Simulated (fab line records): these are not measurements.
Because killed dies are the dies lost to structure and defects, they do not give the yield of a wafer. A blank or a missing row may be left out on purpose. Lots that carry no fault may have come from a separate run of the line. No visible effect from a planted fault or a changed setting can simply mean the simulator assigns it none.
Chamber matching    flow n5-finfet    N5_BEOL_M5_PRE_CLEAN_77 on cvd-co-02 has 3 sister chambers
The step time 15 s. 14 wafers are shown with their chamber, then 7 later ones without.

== WAFERS PAIRED WITH THEIR CHAMBERS ==
wafer   chamber  heater-power-w (W)
L683.1  1        62
L683.2  2        91
L683.6  0        87
L685.2  1        63
L685.5  1        62
L685.6  0        85
L687.2  2        89
L687.3  1        62
L687.4  1        64
L691.3  1        64
L691.5  1        63
L691.6  2        89
L695.1  0        87
L695.3  1        63

SIGNATURES, as means of the wafers listed above
reading         chamber 0  chamber 1  chamber 2  scatter within a chamber
heater-power-w  86.33      62.88      89.67      0.963
Rule: a wafer lies at a distance from a chamber equal to the root of the sum of squares, over the readings, of (its reading less the chamber's mean, divided by the reading's scatter). If the next closest chamber is less than 2 further off than the closest, the wafer can't be placed; otherwise it belongs to the closest. How the scatter is found: for the shown wafers, subtract from each reading the mean of its chamber, square and add these, divide the total by (wafers less chambers), then take the root.

== WAFERS WHOSE CHAMBER IS MISSING ==
wafer   heater-power-w (W)
L695.6  88
L704.1  88
L704.2  88
L704.4  87
L705.2  63
L705.3  90
L705.5  89

== WHICH CHAMBER EACH ONE RAN IN ==
wafer    from the rows above       in truth
L695.6   can't be placed: 0 or 2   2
L704.1   can't be placed: 0 or 2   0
L704.2   can't be placed: 0 or 2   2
L704.4   0                         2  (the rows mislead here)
L705.2   1                         1
L705.3   2                         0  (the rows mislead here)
L705.5   2                         2
Correct placement for 2 of the 7. From these rows, 3 cannot be placed; in 3 the true chamber is one of the candidates. Placed wrongly: 2.
